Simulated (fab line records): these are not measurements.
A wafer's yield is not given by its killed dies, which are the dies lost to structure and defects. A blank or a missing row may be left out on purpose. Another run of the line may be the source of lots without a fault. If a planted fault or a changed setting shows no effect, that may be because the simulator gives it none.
Chamber matching | flow n5 finfet | 4 sister chambers for N5_HKMG_FIN_ETCH_86 on rie diel-06
The step etches SOC in N2/H2, stops on TiN, target depth 393.2 nm. 4 wafers are shown with their chamber, then 9 later ones without.

## WAFERS WITH THEIR CHAMBER
wafer  | chamber | showerhead plenum p Torr (Torr)
L083.6 | 2       | 2.58
L085.2 | 0       | 2.47
L085.4 | 1       | 2.61
L085.6 | 3       | 2.65

## WAFERS WITH NO CHAMBER GIVEN
wafer  | showerhead plenum p Torr (Torr)
L086.1 | 2.65
L086.2 | 2.61
L086.3 | 2.47
L092.2 | 2.46
L092.4 | 2.57
L092.5 | 2.65
L076.2 | 2.46
L076.3 | 2.60
L076.5 | 2.65

## WHICH CHAMBER EACH ONE RAN IN
wafer  | from the rows above     | in truth
L086.1 | 3                       | 3
L086.2 | 1                       | 1
L086.3 | 0                       | 0
L092.2 | 0                       | 0
L092.4 | 2                       | 2
L092.5 | 3                       | 3
L076.2 | 0                       | 0
L076.3 | can't be placed: 1 or 2 | 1
L076.5 | 3                       | 3
Correct placement for 8 of the 9. Cannot be placed on the basis of these rows: 1; the candidates contain the true chamber in 1. Number placed wrongly: 0.
How it was worked out, from the rows above alone: a wafer's distance from a chamber is the root of the sum, over the readings, of the square of ((its reading less the chamber's mean) divided by the reading's scatter). If the next closest chamber is less than 2 further off than the closest, the wafer can't be placed; otherwise it belongs to the closest. The mean given for a chamber averages the wafers shown for that chamber. The scatter: with one shown wafer a chamber, the root of the mean of the squares of how far each hidden wafer lies from its nearest shown one.
